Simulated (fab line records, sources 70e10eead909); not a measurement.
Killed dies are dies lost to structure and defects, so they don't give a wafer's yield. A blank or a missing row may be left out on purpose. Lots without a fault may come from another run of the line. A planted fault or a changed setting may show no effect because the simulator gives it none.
One fault seen from 2 desks | flow nand_harc | each desk has only its own numbers; what lay behind them comes last

THE METROLOGY DESK
What the gauges read, lot by lot, whatever tool the lot ran on: means of the sampled wafers that have a number. A lot is out of limits, marked OUT, if its mean lies more than 4 standard deviations from the usual mean; the brackets give that distance.
Columns: A = cd_nm at NHARC_A_SLIT_CD_MEAS_21, usual 289.3 nm
lot  | first seen here | A
L498 | day 14 15:43    | 290.5
L497 | day 14 16:47    | 287.4
L500 | day 14 17:22    | 286.3
L502 | day 14 23:34    | 289.1
L506 | day 16 21:19    | 288.9
L505 | day 16 22:58    | 289.7
L504 | day 16 23:13    | 289.3
L512 | day 17 21:09    | 288.8
L515 | day 19 13:34    | 288.3
L517 | day 19 17:49    | 289.7
L516 | day 19 19:01    | 289.9
L518 | day 19 23:55    | 289.6
L519 | day 20 00:05    | 290.5
L520 | day 20 18:20    | 289.1
This desk's finding: nothing out of limits on any of the 14 lots.

THE TOOL OWNER'S DESK: ald_metal-01
The tool's own readings at NHARC_A_WL_FILL_ALD_19 (deposits TiN, target thk 2 nm, pulse time 3 s, ald cycles 100): means of the sampled wafers that have a number, for each lot that ran on this tool. A lot is out of limits, marked OUT, if its mean lies more than 4 standard deviations from the usual mean; the brackets give that distance.
Columns: A = heater_power_w at NHARC_A_WL_FILL_ALD_19, usual 1108 W; B = precursor_pulse_height_rel at NHARC_A_WL_FILL_ALD_19, usual 0.999
lot  | first seen here | A    | B
L498 | day 15 20:08    | 1154 | 1.006
L505 | day 18 03:58    | 1189 | 1.010
L506 | day 18 04:05    | 1120 | 1.006
L512 | day 18 23:34    | 1224 | 0.968
L518 | day 21 04:16    | 1229 | 1.012
This desk's finding: nothing out of limits on any of the 5 lots.

PUT TOGETHER
The metrology desk saw nothing out of limits.
The tool owner's desk saw nothing out of limits.

WHAT THE SIMULATOR HAD PUT IN
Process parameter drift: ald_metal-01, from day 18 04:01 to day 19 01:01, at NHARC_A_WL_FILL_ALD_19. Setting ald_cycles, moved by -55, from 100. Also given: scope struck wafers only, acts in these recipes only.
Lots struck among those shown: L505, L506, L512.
